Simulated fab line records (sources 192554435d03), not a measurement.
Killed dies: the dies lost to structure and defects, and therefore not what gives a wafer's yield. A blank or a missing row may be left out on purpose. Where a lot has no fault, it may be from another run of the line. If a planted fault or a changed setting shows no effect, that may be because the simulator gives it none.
Matching of chambers -- flow n5Finfet -- cmp-02 running N5_STI_FIN_REVEAL_CMP_04: 4 sister chambers
The step polishes, stops on Si3N4, t overpolish 4 s, target thk 131.83 nm. 8 wafers are shown with their chamber, then 9 later ones without.

== WAFERS WITH THEIR CHAMBER ==
wafer,chamber,motorCurrentA (A),timeToEndpointS (s)
L075.6,0,8.9,98
L081.3,0,9.3,97
L089.2,2,7.9,101
L089.4,1,8.6,97
L089.5,1,8.5,99
L091.1,3,7.4,98
L091.5,3,7.7,102
L091.6,2,7.6,109

== WAFERS MISSING THEIR CHAMBER ==
wafer,motorCurrentA (A),timeToEndpointS (s)
L093.2,8.2,98
L093.4,7.3,90
L093.6,9.3,102
L094.2,9.0,98
L094.3,9.2,101
L094.5,8.9,102
L095.1,7.2,97
L095.4,9.2,98
L095.6,8.8,102

== EACH ONE'S CHAMBER ==
wafer,from the rows above,in truth
L093.2,can't be placed: 1 or 2 or 3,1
L093.4,can't be placed: 3 or 2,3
L093.6,0,0
L094.2,can't be placed: 0 or 1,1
L094.3,0,0
L094.5,can't be placed: 0 or 1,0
L095.1,can't be placed: 3 or 2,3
L095.4,0,0
L095.6,can't be placed: 1 or 0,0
3 of 9 placed correctly. Not placeable from these rows: 6 (in 6, the candidates include the true chamber). Number placed wrongly: 0.
How it was worked out, from the rows above alone: a wafer's distance from a chamber is the root of the sum, over the readings, of the square of ((its reading less the chamber's mean) divided by the reading's scatter). The wafer belongs to the nearest chamber; if the next one is less than 2 further off, it can't be placed. Each chamber's mean is taken over the wafers shown for it. The scatter: take each reading less its chamber's mean, square it, sum over the shown wafers, divide by the number of wafers less the number of chambers, and take the root.
